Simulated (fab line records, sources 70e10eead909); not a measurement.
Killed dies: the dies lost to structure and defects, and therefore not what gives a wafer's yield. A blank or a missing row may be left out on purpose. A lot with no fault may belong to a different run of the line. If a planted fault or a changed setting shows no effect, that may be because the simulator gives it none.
Chamber matching	flow nand harc	rie diel-10 running NHARC_P_CONTACT_ETCH_35: 4 sister chambers
The step etches the open film in CF4, target depth 39 nm, time 65 s. 4 wafers are shown with their chamber, then 12 later ones without.

== WAFERS, EACH WITH ITS CHAMBER ==
wafer	chamber	drypump motor current A (A)
L088.6	2	5.6
L090.1	3	5.2
L090.2	1	5.9
L090.3	0	6.5

== WAFERS WITH NO CHAMBER GIVEN ==
wafer	drypump motor current A (A)
L092.1	5.2
L092.2	6.5
L092.4	5.6
L093.4	5.2
L093.5	6.4
L093.6	5.2
L096.1	6.4
L096.2	5.9
L096.5	5.2
L097.1	5.9
L097.3	5.6
L097.4	5.2

== WHICH CHAMBER EACH WENT THROUGH ==
wafer	from the rows above	in truth
L092.1	3	3
L092.2	0	0
L092.4	2	2
L093.4	3	3
L093.5	0	0
L093.6	3	3
L096.1	0	0
L096.2	1	1
L096.5	3	3
L097.1	1	1
L097.3	2	2
L097.4	3	3
12 of 12 placed correctly. Can't be placed from these rows: 0. Number placed wrongly: 0.
How it was worked out, from the rows above alone: a wafer's distance from a chamber is the root of the sum, over the readings, of the square of ((its reading less the chamber's mean) divided by the reading's scatter). If the next closest chamber is less than 2 further off than the closest, the wafer can't be placed; otherwise it belongs to the closest. For every chamber, the mean is computed from those of its wafers that are shown. The scatter: with one shown wafer a chamber, the root of the mean of the squares of how far each hidden wafer lies from its nearest shown one.
